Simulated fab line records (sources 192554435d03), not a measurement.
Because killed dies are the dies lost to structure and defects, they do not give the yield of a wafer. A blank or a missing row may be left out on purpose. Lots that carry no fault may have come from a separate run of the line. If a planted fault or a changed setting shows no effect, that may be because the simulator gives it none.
fab line records	flow n5-finfet
record lots=7	wafers=21
route steps=1938 shown MOL_CONTACT_COAG@586 BEOL_M0_SAQP@633 BEOL_M1@751 BEOL_M2@890 BEOL_M4@1027
start-h: hours from the record's first day to the start of the lot's first wafer shown	wait-h: hours from the lot's prior step to this one	" the same as in the row above	L1.1+2: a single row standing in for several wafers	- no value, or no start given	* or withheld: withheld	< > ~ a bound
route shown NAME@n: names a module that has steps shown in the file, with the first one's number in the route	usual: average and standard deviation across the fault-free wafers	same: alike in all rows	chamber/n: place in a boat	sites: readings site by site	_std_site: the standard deviation of these	_edge_site: mean of outer sites minus mean of inner sites	radius-mm: how far each site lies from the wafer's centre	mask NAME#n: copy n	behind: the last tool/chamber to shape the wafer	hold: reason for holding the lot/hours on hold/outcome of the hold	device: the n, p or np transistor that did not switch	end of line: tests of these same wafers at the route's end	a step with no rows: only its recipe	killed: the dies lost at the first sort to structure and to defects; this is not the yield of the wafer	map: dies across one wafer; x = killed, . = not, _ = none there
set.NAME: the setting that was run; set.NAME@STEP: the one run at that earlier step	model.NAME: the simulator's own value behind a step, which no gauge read
lots whose settings were changed on purpose; a table a step, a row a wafer
## steps
# step N5_MOL_CONTACT_COAG_VIA_ETCH_46
# recipe chemistry=C4F6/O2	target-depth-a=460	overetch-a=92	mask-material=SOC	target=SiO2	bias-w=455	pressure-mtorr=10	time-s=40	source-w=325	Ar_flow_sccm=300	C4F6_flow_sccm=10	O2_flow_sccm=10	ion-energy-ev=575.3	ends=end-point
# usual rf-vpp-V=1590/33
lot.wafer	tool	chamber	start-h	wait-h	set.bias-w	rf-vpp-V
L079.3	rie-diel-06	2	130.09	0.0	455	1588
L079.5	"	1	"	"	455	1581
L079.6	"	0	"	"	455	1627
L084.1	rie-diel-02	0	157.89	0.0	455	1577
L084.2	"	1	"	"	455	1615
L084.6	"	1	"	"	455	1616
L085.2	rie-diel-03	0	164.29	0.0	519.8	1733
L085.5	"	2	"	"	455	1549
L085.6	"	1	"	"	519.8	1704
L091.1	rie-diel-03	0	203.69	0.0	400.1	1424
L091.4	"	3	"	"	455	1660
L091.5	"	0	"	"	455	1568
L092.3	rie-diel-06	3	209.44	0.0	455	1592
L092.4	"	2	"	"	455	1588
L092.5	"	0	"	"	496.6	1734
L096.2	rie-diel-03	0	230.09	0.0	455	1568
L096.3	"	1	"	"	391.7	1379
L096.4	"	2	"	"	391.7	1384
L097.1	rie-diel-02	1	238.74	0.0	531.4	1813
L097.2	"	3	"	"	455	1569
L097.4	"	1	"	"	531.4	1813
# step N5_BEOL_M0_SAQP_ILD_DEP_01
# recipe material=SiOC	target-thk-a=454.19	temp-c=350	precursor=DEMS/O2	pressure-torr=5	rf-w=500	time-s=8.7
lot.wafer	tool	chamber	start-h	wait-h	set.time-s	model.SiOC_of_BEOL_M0_SAQP_ILD_DEP_01.thk-nm
L079.3	pecvd-03	0	135.88	0.0	8.7	45
L079.5	"	0	"	"	8.7	45.6
L079.6	"	1	"	"	8.7	46
L084.1	pecvd-04	2	163.97	0.0	8.7	45
L084.2	"	1	"	"	8.7	45.2
L084.6	"	0	"	"	9.821	52
L085.2	pecvd-03	2	170.64	0.0	8.7	44.8
L085.5	"	0	"	"	8.7	45.2
L085.6	"	2	"	"	9.893	51.4
L091.1	pecvd-04	2	209.97	0.0	8.7	45
L091.4	"	0	"	"	8.7	45.2
L091.5	"	0	"	"	9.785	51.4
L092.3	pecvd-04	2	215.22	0.0	8.7	45.4
L092.4	"	1	"	"	8.7	46.6
L092.5	"	0	"	"	7.798	41.8
L096.2	pecvd-04	0	236.01	0.0	7.726	40.6
L096.3	"	2	"	"	7.726	41.2
L096.4	"	0	"	"	8.7	46.6
L097.1	pecvd-01	2	244.50	0.0	8.7	45.2
L097.2	"	1	"	"	8.7	45.6
L097.4	"	1	"	"	8.7	46.6
# step N5_BEOL_M0_SAQP_PECVD_96
# recipe material=a-Si	target-thk-a=450	temp-c=350	precursor=SiH4/He	pressure-torr=3	rf-w=100	time-s=45.2
lot.wafer	tool	chamber	start-h	wait-h	set.time-s	model.a-Si_of_BEOL_M0_SAQP_PECVD_96.thk-nm
L079.3	pecvd-04	2	136.51	0.0	45.2	44.8
L079.5	"	2	"	"	45.2	45.6
L079.6	"	0	"	"	45.2	46.4
L084.1	pecvd-01	1	164.61	0.0	45.2	43.6
L084.2	"	0	"	"	49.55	48.8
L084.6	"	2	"	"	49.55	49.8
L085.2+5	pecvd-04	0,2	173.69	0.0	45.2	45
L085.6	"	0	"	"	45.2	46
L091.1	pecvd-01	2	212.10	0.0	38.47	37.8
L091.4	"	2	"	"	38.47	38.2
L091.5	"	0	"	"	45.2	44.8
L092.3	pecvd-04	2	216.86	0.0	45.2	44.8
L092.4	"	2	"	"	45.2	45.2
L092.5	"	1	"	"	45.2	46
L096.2	pecvd-01	1	238.15	0.0	45.2	43.8
L096.3	"	0	"	"	39.47	39
L096.4	"	1	"	"	45.2	44.8
L097.1	pecvd-01	1	245.50	0.0	50.3	49.4
L097.2	"	2	"	"	50.3	49.8
L097.4	"	0	"	"	50.3	50.8
# step N5_BEOL_M0_SAQP_ETCH_84
# recipe chemistry=N2/H2	target=SOC	target-depth-a=1000	overetch-a=200	mask-material=SiARC	temp-c=40	time-s=150	ion-energy-ev=200	pressure-mtorr=30	source-w=840	bias-w=150	n2-flow-sccm=200	h2-flow-sccm=200
lot.wafer	tool	chamber	start-h	wait-h	set.time-s	model.SiARC_of_BEOL_M0_SAQP_COAT_82.thk-nm
L079.3	rie-diel-01	1	137.35	0.0	150	24
L079.5+6	"	0,2	"	"	150	24.2
L084.1+6	rie-diel-05	3,2	165.32	0.0	168.4	23.8
L084.2	"	1	"	"	150	24.6
L085.2	rie-diel-01	1	174.40	0.0	150	24.2
L085.5	"	2	"	"	150	24
L085.6	"	3	"	"	150	23.8
L091.1	rie-diel-01	3	212.95	0.0	150	23.8
L091.4	"	0	"	"	125.4	25.2
L091.5	"	0	"	"	150	24.2
L092.3+5	rie-diel-04	2,0	218.01	0.0	128.6	25
L092.4	"	2	"	"	150	24.4
L096.2	rie-diel-05	2	239.34	0.0	160.9	23.8
L096.3	"	3	"	"	150	24.2
L096.4	"	1	"	"	160.9	24
L097.1+2	rie-diel-04	1,2	246.25	0.0	170.4	23.8
L097.4	"	1	"	"	150	24.8
# step N5_BEOL_M0_SAQP_MANDREL_ETCH_20
# recipe target-depth-a=600	chemistry=HBr/Cl2	target=a-Si	stop-on=SiNx	bt-time-s=10	mask-material=SOC	over-etch-frac=0.5	time-s=30	pressure-mtorr=10	icp-w=800	bias-w=75	HBr_flow_sccm=150	Cl2_flow_sccm=80	ends=end-point
lot.wafer	tool	chamber	start-h	wait-h	set.bias-w	model.SOC_of_BEOL_M0_SAQP_COAT_81.thk-nm
L079.3	rie-si-03	0	137.54	0.0	75	76.6
L079.5+6	"	2,1	"	"	75	76.4
L084.1	rie-si-03	3	165.51	0.0	68.99	77
L084.2	"	0	"	"	75	76.6
L084.6	"	3	"	"	68.99	76.8
L085.2+5	rie-si-05	0	174.59	0.0	75	76.4
L085.6	"	1	"	"	63.65	77.6
L091.1	rie-si-01	2	213.14	0.0	71.41	77.2
L091.4	"	0	"	"	75	77.4
L091.5	"	3	"	"	75	76.6
L092.3+5	rie-si-01	2,1	218.20	0.0	75	76.8
L092.4	"	3	"	"	84.65	75.8
L096.2	rie-si-05	0	239.53	0.0	75	75.4
L096.3	"	2	"	"	87.24	73.8
L096.4	"	3	"	"	87.24	74
L097.1+4	rie-si-03	2,1	246.44	0.0	67.95	77
L097.2	"	3	"	"	75	75.8
# step N5_BEOL_M0_SAQP_STRIP_86
# recipe chemistry=N2/H2	power-w=500	temp-c=40	pressure-mtorr=50	rf-frequency-hz=6e+07	overash-fraction=0.3	bias-power-w=28	h2-frac=0.5	n2-flow-sccm=300	h2-flow-sccm=300
# step N5_BEOL_M0_SAQP_STRIP_115
# recipe chemistry=post-etch-residue-remover	time-s=60	temp-c=25	remover-ph=withheld	remover-water-wt-pct=withheld	remover-fluoride-wt-pct=withheld
# step N5_BEOL_M0_SAQP_ETCH_101
# recipe chemistry=CH3F/O2	target=SiNx	mask-material=SiO2	target-depth-a=299	time-s=42.7	pressure-mtorr=30	source-w=395	bias-w=73	Ar_flow_sccm=150	CH3F_flow_sccm=30	O2_flow_sccm=20	ion-energy-ev=120
# step N5_BEOL_M0_SAQP_ETCH_102
# recipe chemistry=CF4	target=SiO2	target-depth-a=40	ion-energy-ev=350	time-s=4.4	pressure-mtorr=10	icp-w=800	bias-w=400	cf4-flow-sccm=80
# step N5_BEOL_M0_SAQP_MANDREL_ETCH_103
# recipe chemistry=HBr/Cl2	target=a-Si	target-depth-a=450	bt-time-s=10	stop-on=SiCN	mask-material=SiO2	over-etch-frac=0.8	time-s=27	pressure-mtorr=10	icp-w=800	bias-w=75	HBr_flow_sccm=150	Cl2_flow_sccm=80	ends=end-point
# usual oes-product-au=0.685/0.0095
lot.wafer	tool	chamber	start-h	wait-h	set.time-s@BEOL_M0_SAQP_PECVD_96	oes-product-au	model.etch.depth-nm
L079.3	rie-si-03	1	139.55	0.0	45.2	0.689	44.83
L079.5	"	2	"	"	45.2	0.701	45.62
L079.6	"	3	"	"	45.2	0.694	46.37
L084.1	rie-si-03	3	166.98	0.0	45.2	0.679	43.53
L084.2	"	0	"	"	49.55	0.719	48.82
L084.6	"	3	"	"	49.55	0.737	49.75
L085.2	rie-si-01	2	176.56	0.0	45.2	0.676	44.93
L085.5	"	2	"	"	45.2	0.682	45
L085.6	"	1	"	"	45.2	0.695	45.93
L091.1	rie-si-03	1	214.60	0.0	38.47	0.623	37.78
L091.4	"	3	"	"	38.47	0.625	38.25
L091.5	"	1	"	"	45.2	0.680	44.79
L092.3	rie-si-01	0	219.74	0.0	45.2	0.674	44.72
L092.4	"	1	"	"	45.2	0.680	45.21
L092.5	"	1	"	"	45.2	0.692	46.04
L096.2	rie-si-03	1	241.37	0.0	45.2	0.669	43.76
L096.3	"	2	"	"	39.47	0.646	38.9
L096.4	"	0	"	"	45.2	0.687	44.77
L097.1	rie-si-03	1	247.92	0.0	50.3	0.723	49.43
L097.2	"	3	"	"	50.3	0.733	49.83
L097.4	"	0	"	"	50.3	0.744	50.85
# step N5_BEOL_M1_ILD_DEP_00
# recipe material=SiOC	target-thk-a=790	temp-c=350	precursor=DEMS/O2	pressure-torr=5	rf-w=500	time-s=15.3
lot.wafer	tool	chamber	start-h	wait-h	set.time-s	model.SiOC_of_BEOL_M1_ILD_DEP_00.thk-nm
L079.3	pecvd-03	1	147.78	0.0	15.3	78.6
L079.5	"	0	"	"	15.3	79.4
L079.6	"	2	"	"	15.3	77.8
L084.1	pecvd-03	1	177.80	0.0	15.3	77.8
L084.2	"	2	"	"	13.77	70
L084.6	"	2	"	"	15.3	78.4
L085.2	pecvd-01	1	186.76	0.0	14.53	74
L085.5	"	1	"	"	15.3	79.8
L085.6	"	2	"	"	14.53	75.4
L091.1	pecvd-03	0	225.05	0.0	13.81	71
L091.4	"	0	"	"	13.81	71.8
L091.5	"	1	"	"	15.3	80.2
L092.3	pecvd-02	2	228.04	0.0	15.3	78.8
L092.4	"	2	"	"	17.38	90.6
L092.5	"	1	"	"	17.38	89.6
L096.2	pecvd-02	2	249.00	0.0	15.3	78
L096.3	"	1	"	"	15.3	78.8
L096.4	"	0	"	"	15.3	78.4
L097.1	pecvd-03	0	257.06	0.0	17.57	89.2
L097.2	"	1	"	"	15.3	77.8
L097.4	"	2	"	"	15.3	79.6
# step N5_BEOL_M1_THK_MEAS_01
# recipe reads=SiOC_of_BEOL_M1_ILD_DEP_00
# usual M1_ILD_THK=78.8/0.89
lot.wafer	tool	chamber	start-h	wait-h	set.time-s@BEOL_M1_ILD_DEP_00	M1_ILD_THK[nm]
L079.3	film-metro-02	-	147.85	0.1	15.3	78.7
L079.5	"	-	"	"	15.3	79.3
L079.6	"	-	"	"	15.3	77.9
L084.1	film-metro-02	-	177.89	0.1	15.3	77.9
L084.2	"	-	"	"	13.77	70.0
L084.6	"	-	"	"	15.3	78.4
L085.2	film-metro-02	-	186.82	0.1	14.53	74.1
L085.5	"	-	"	"	15.3	79.8
L085.6	"	-	"	"	14.53	75.5
L091.1	film-metro-01	-	225.12	0.0	13.81	70.9
L091.4	"	-	"	"	13.81	71.8
L091.5	"	-	"	"	15.3	80.1
L092.3	film-metro-01	-	228.11	0.1	15.3	78.9
L092.4	"	-	"	"	17.38	90.5
L092.5	"	-	"	"	17.38	89.7
L096.2	film-metro-02	-	249.06	0.1	15.3	78.1
L096.3	"	-	"	"	15.3	78.9
L096.4	"	-	"	"	15.3	78.5
L097.1	film-metro-02	-	257.13	0.0	17.57	89.3
L097.2	"	-	"	"	15.3	77.8
L097.4	"	-	"	"	15.3	79.7
# step N5_BEOL_M2_TRENCH_ETCH_37
# recipe chemistry=C4F6/O2	target-depth-a=555.55	target=SiOC	time-s=29.2	ion-energy-ev=250	pressure-mtorr=30	source-w=355	bias-w=185	Ar_flow_sccm=300	C4F6_flow_sccm=10	O2_flow_sccm=10
lot.wafer	tool	chamber	start-h	wait-h	set.time-s	model.etch.depth-nm	model.BEOL_M2.feature-depth-nm
L079.3	rie-diel-06	3	-	-	29.2	58.46	58.4
L079.5	"	1	"	"	29.2	55.04	55
L079.6	"	0	"	"	29.2	55.32	55.4
L085.2	rie-diel-03	2	-	-	29.2	55.4	55.4
L085.5	"	2	"	"	29.2	56.06	56
L085.6	"	3	"	"	29.2	56.21	56.2
L084.1	rie-diel-06	1	-	-	29.2	55.6	55.6
L084.2	"	2	"	"	29.2	57.45	57.4
L084.6	"	3	"	"	27.4	54.98	55
L091.1	rie-diel-02	3	-	-	35.13	66.75	66.8
L091.4	"	0	"	"	35.13	66.88	66.8
L091.5	"	1	"	"	29.2	56.36	56.4
L092.3	rie-diel-03	2	-	-	29.2	56.3	56.4
L092.4	"	0	"	"	29.2	54.78	54.8
L092.5	"	2	"	"	34.79	67.43	67.4
L096.2	rie-diel-06	2	-	-	29.2	56.64	56.6
L096.3	"	1	"	"	29.2	55.64	55.6
L096.4	"	3	"	"	23.58	47.06	47
L097.1	rie-diel-03	1	-	-	29.2	56.41	56.4
L097.2	"	0	"	"	29.2	54.79	54.8
L097.4	"	3	"	"	24.72	47.68	47.6
# step N5_BEOL_M2_ETCH_41
# recipe chemistry=CH3F/O2	target=SiCN	target-depth-a=299	taper-deg=2	time-s=52.5	ion-energy-ev=120	mask-material=TiN	pressure-mtorr=30	source-w=395	bias-w=75	Ar_flow_sccm=150	CH3F_flow_sccm=30	O2_flow_sccm=20
# step N5_BEOL_M2_STRIP_97
# recipe chemistry=N2/H2	time-s=10	power-w=450	temp-c=40	pressure-mtorr=20	rf-frequency-hz=6e+07	bias-power-w=7	n2-flow-sccm=200	h2-flow-sccm=200
# step N5_BEOL_M2_OCD_MEAS_38
# usual trench-depth-nm=56.2/1.1
lot.wafer	tool	chamber	start-h	wait-h	set.time-s@BEOL_M2_TRENCH_ETCH_37	trench-depth-nm
L079.3	ocd-01	-	163.74	-	29.2	58.0
L079.5	"	-	"	"	29.2	55.2
L079.6	"	-	"	"	29.2	55.6
L085.2	ocd-01	-	204.67	-	29.2	54.8
L085.5	"	-	"	"	29.2	55.9
L085.6	"	-	"	"	29.2	55.9
L084.1	ocd-02	-	204.70	-	29.2	55.6
L084.2	"	-	"	"	29.2	57.4
L084.6	"	-	"	"	27.4	55.2
L091.1	ocd-02	-	237.72	-	35.13	66.8
L091.4	"	-	"	"	35.13	66.9
L091.5	"	-	"	"	29.2	56.4
L092.3	ocd-01	-	252.28	-	29.2	56.8
L092.4	"	-	"	"	29.2	55.2
L092.5	"	-	"	"	34.79	67.3
L096.2	ocd-02	-	276.14	-	29.2	56.4
L096.3	"	-	"	"	29.2	55.9
L096.4	"	-	"	"	23.58	47.0
L097.1	ocd-01	-	276.47	-	29.2	55.7
L097.2	"	-	"	"	29.2	55.0
L097.4	"	-	"	"	24.72	47.8
# step N5_BEOL_M2_ALD_84
# recipe material=TaN	target-thk-a=*	temp-c=275	ald-precursor-family=PDMAT	ald-co-reactant=NH3	pressure-torr=3	carrier-flow-sccm=1500	pulse-time-s=2	purge-time-s=3	co-reactant-purge-time-s=2	co-reactant-pulse-time-s=3	ald-cycles=30	precursor-vessel-temp-c=75	precursor-vessel-pressure-torr=26.25	precursor-vessel-carrier-sccm=1000
lot.wafer	tool	chamber	start-h	wait-h	set.ald-cycles
L079.3+5+6	ald-metal-04	1,0,1	164.16	0.0	30
L085.2	ald-metal-04	1	205.30	0.1	30
L085.5+6	"	2,0	"	"	34
L084.1+6	ald-metal-03	0,2	205.34	0.1	28
L084.2	"	1	"	"	30
L091.1+4	ald-metal-04	2,3	238.47	0.0	30
L091.5	"	3	"	"	26
L092.3	ald-metal-01	3	252.91	0.1	30
L092.4+5	"	3,2	"	"	26
L096.2+4	ald-metal-01	0,2	276.43	0.0	30
L096.3	"	1	"	"	34
L097.1+2	ald-metal-04	1,0	276.90	0.2	30
L097.4	"	2	"	"	32
# step N5_BEOL_M2_SURFACE_TREAT_85
# recipe gas=Ar	time-s=*	ion-energy-ev=*	ion-current-ma-cm2=0.5	pressure-mtorr=*	ar-flow-sccm=30
# step N5_BEOL_M2_CVD_47
# recipe material=Co	target-thk-a=30	temp-c=withheld	precursor=CCTBA/H2	pressure-torr=30	time-s=223.8
# step N5_BEOL_M2_ECD_50
# recipe material=Cu	target-thk-a=3000
# step N5_BEOL_M2_ANNEAL_51
# recipe temp-c=225	time-s=90	ambient=N2
# step N5_BEOL_M2_CMP_52
# recipe stop-on=SiOC	t-overpolish-s=6.8	down-force-psi=1	platen-rpm=50	clearing-platen-down-force-psi=1.5	clearing-platen-rpm=50	post-cmp-clean=cu-alkaline	target-thk-nm=40	clearing-platen-pad-velocity-m-s=0.99484	pad-velocity-m-s=0.99484
lot.wafer	tool	chamber	start-h	wait-h	set.time-s@BEOL_M2_TRENCH_ETCH_37	model.Cu_of_BEOL_M2_ECD_50.thk-nm
L079.3	cmp-02	0	167.00	0.2	29.2	44
L079.6	"	3	"	"	29.2	38.2
L079.5	"	0	"	"	29.2	39.4
L085.2	cmp-01	2	208.04	0.2	29.2	38.8
L085.6	"	2	"	"	29.2	39.6
L085.5	"	3	"	"	29.2	40.4
L084.1+2	cmp-04	0,3	208.08	0.3	29.2	43
L084.6	"	1	"	"	27.4	41.4
L091.1	cmp-02	1	241.18	0.3	35.13	50.4
L091.4	"	3	"	"	35.13	51.2
L091.5	"	1	"	"	29.2	40.8
L092.4	cmp-02	0	255.79	0.2	29.2	38.8
L092.3	"	2	"	"	29.2	40.4
L092.5	"	0	"	"	34.79	49.8
L096.4	cmp-02	0	279.29	0.1	23.58	31
L096.3	"	1	"	"	29.2	38.6
L096.2	"	2	"	"	29.2	41.6
L097.4	cmp-01	0	281.07	0.1	24.72	33.8
L097.1	"	1	"	"	29.2	41.8
L097.2	"	3	"	"	29.2	40.4
# step N5_BEOL_M2_THK_MEAS_53
# recipe thk-meas-gauge=xrf	reads=Cu_of_BEOL_M2_ECD_50
# usual M2_THK=42.5/1.9
lot.wafer	tool	chamber	start-h	wait-h	set.time-s@BEOL_M2_TRENCH_ETCH_37	M2_THK[nm]
L079.3	film-metro-02	-	167.26	-	29.2	45.7
L079.5	"	-	"	"	29.2	40.7
L079.6	"	-	"	"	29.2	39.6
L085.2	film-metro-02	-	208.33	-	29.2	40.1
L085.5	"	-	"	"	29.2	41.7
L085.6	"	-	"	"	29.2	40.9
L084.1	film-metro-02	-	208.38	-	29.2	44.6
L084.2	"	-	"	"	29.2	44.7
L084.6	"	-	"	"	27.4	43.1
L091.1	film-metro-02	-	241.47	-	35.13	52.2
L091.4	"	-	"	"	35.13	52.9
L091.5	"	-	"	"	29.2	42.1
L092.3	film-metro-02	-	256.05	-	29.2	41.7
L092.4	"	-	"	"	29.2	40.2
L092.5	"	-	"	"	34.79	51.7
L096.2	film-metro-02	-	279.58	-	29.2	42.7
L096.3	"	-	"	"	29.2	39.9
L096.4	"	-	"	"	23.58	32.0
L097.1	film-metro-01	-	281.37	-	29.2	43.2
L097.2	"	-	"	"	29.2	41.8
L097.4	"	-	"	"	24.72	34.9
# step N5_BEOL_M2_PRE_CLEAN_60
# recipe gas=NH3/H2	time-s=15	temp-c=*	rf-power-w=300
# step N5_BEOL_M2_CO_CAP_55
# recipe material=Co	target-thk-a=20	temp-c=200	precursor=CCTBA/H2	pressure-torr=30	time-s=102.1
# step N5_BEOL_M2_PRE_CLEAN_56
# recipe gas=NH3	time-s=15	temp-c=withheld	rf-power-w=300
# step N5_BEOL_M2_DEP_57
# recipe material=SiCN	target-thk-a=80	temp-c=withheld	precursor=3MS/NH3	pressure-torr=3	rf-w=202	time-s=14
# step N5_BEOL_M2_RS_MEAS_58
# recipe thk-meas-gauge=four-point-probe	reads=Co_of_BEOL_M2_CO_CAP_55+Cu_of_BEOL_M2_ECD_50+Co_of_BEOL_M2_CVD_47+TaN_of_BEOL_M2_ALD_84
# usual M2_RS=0.65/0.036
lot.wafer	tool	chamber	start-h	wait-h	set.time-s@BEOL_M2_TRENCH_ETCH_37	M2_RS[ohm/sq]
L079.3	film-metro-02	-	167.58	0.1	29.2	0.59
L079.5	"	-	"	"	29.2	0.68
L079.6	"	-	"	"	29.2	0.71
L085.2	film-metro-02	-	208.59	0.1	29.2	0.70
L085.5	"	-	"	"	29.2	0.66
L085.6	"	-	"	"	29.2	0.68
L084.1	film-metro-02	-	208.67	0.1	29.2	0.61
L084.2	"	-	"	"	29.2	0.61
L084.6	"	-	"	"	27.4	0.64
L091.1	film-metro-02	-	241.74	0.0	35.13	0.50
L091.4	"	-	"	"	35.13	0.49
L091.5	"	-	"	"	29.2	0.65
L092.3	film-metro-02	-	256.31	0.1	29.2	0.66
L092.4	"	-	"	"	29.2	0.70
L092.5	"	-	"	"	34.79	0.51
L096.2	film-metro-02	-	279.84	0.1	29.2	0.64
L096.3	"	-	"	"	29.2	0.70
L096.4	"	-	"	"	23.58	0.93
L097.1	film-metro-01	-	281.63	0.0	29.2	0.63
L097.2	"	-	"	"	29.2	0.66
L097.4	"	-	"	"	24.72	0.83
# step N5_BEOL_M4_COAT_73
# recipe resist=underlayer	temp-c=205	time-s=60	spin-rpm=1500	resist-thk-nm=5
lot.wafer	tool	chamber	start-h	wait-h	set.spin-rpm
L079.3+5+6	litho-track-01	0	-	-	1500
L085.2+5+6	litho-track-02	0	-	-	1500
L084.1	litho-track-05	0	-	-	1355
L084.2+6	"	0	"	"	1500
L091.1	litho-track-02	0	-	-	1500
L091.4+5	"	0	"	"	1402
L092.3	litho-track-01	0	-	-	1500
L092.4+5	"	0	"	"	1386
L096.2+3	litho-track-01	0	-	-	1500
L096.4	"	0	"	"	1547
L097.1+2+4	litho-track-05	0	-	-	1500
## key
split step=N5_MOL_CONTACT_COAG_VIA_ETCH_46	setting=bias-w	stated=455	by=wafer
response step=N5_MOL_CONTACT_COAG_VIA_ETCH_46	reading=rf-vpp-V	change=+14	per=1%	r=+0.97
split step=N5_BEOL_M0_SAQP_ILD_DEP_01	setting=time-s	stated=8.7	by=wafer
response step=N5_BEOL_M0_SAQP_ILD_DEP_01	reading=model.SiOC_of_BEOL_M0_SAQP_ILD_DEP_01.thk-nm	change=+0.488	per=1%	r=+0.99
split step=N5_BEOL_M0_SAQP_PECVD_96	setting=time-s	stated=45.2	by=wafer
response step=N5_BEOL_M0_SAQP_PECVD_96	reading=model.a-Si_of_BEOL_M0_SAQP_PECVD_96.thk-nm	change=+0.47	per=1%	r=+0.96
response step=N5_BEOL_M0_SAQP_MANDREL_ETCH_103	reading=oes-product-au	change=+0.00363	per=1%	r=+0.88
response step=N5_BEOL_M0_SAQP_MANDREL_ETCH_103	reading=model.etch.depth-nm	change=+0.472	per=1%	r=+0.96
split step=N5_BEOL_M0_SAQP_ETCH_84	setting=time-s	stated=150	by=wafer
response step=N5_BEOL_M0_SAQP_ETCH_84	reading=model.SiARC_of_BEOL_M0_SAQP_COAT_82.thk-nm	change=-0.0625	per=1%	r=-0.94
split step=N5_BEOL_M0_SAQP_MANDREL_ETCH_20	setting=bias-w	stated=75	by=wafer
response step=N5_BEOL_M0_SAQP_MANDREL_ETCH_20	reading=model.SOC_of_BEOL_M0_SAQP_COAT_81.thk-nm	change=-0.0839	per=1%	r=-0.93
split step=N5_BEOL_M1_ILD_DEP_00	setting=time-s	stated=15.3	by=wafer
response step=N5_BEOL_M1_ILD_DEP_00	reading=model.SiOC_of_BEOL_M1_ILD_DEP_00.thk-nm	change=+0.803	per=1%	r=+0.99
response step=N5_BEOL_M1_THK_MEAS_01	reading=M1_ILD_THK	change=+0.802	per=1%	r=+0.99
split step=N5_BEOL_M2_TRENCH_ETCH_37	setting=time-s	stated=29.2	by=wafer
response step=N5_BEOL_M2_TRENCH_ETCH_37	reading=model.etch.depth-nm	change=+0.524	per=1%	r=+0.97
response step=N5_BEOL_M2_TRENCH_ETCH_37	reading=model.BEOL_M2.feature-depth-nm	change=+0.523	per=1%	r=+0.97
response step=N5_BEOL_M2_OCD_MEAS_38	reading=trench-depth-nm	change=+0.513	per=1%	r=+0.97
response step=N5_BEOL_M2_CMP_52	reading=model.Cu_of_BEOL_M2_ECD_50.thk-nm	change=+0.489	per=1%	r=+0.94
response step=N5_BEOL_M2_THK_MEAS_53	reading=M2_THK	change=+0.509	per=1%	r=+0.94
response step=N5_BEOL_M2_RS_MEAS_58	reading=M2_RS	change=-0.0104	per=1%	r=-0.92
split step=N5_BEOL_M2_ALD_84	setting=ald-cycles	stated=30	by=wafer
response none clear
split step=N5_BEOL_M4_COAT_73	setting=spin-rpm	stated=1500	by=wafer
response none in this file
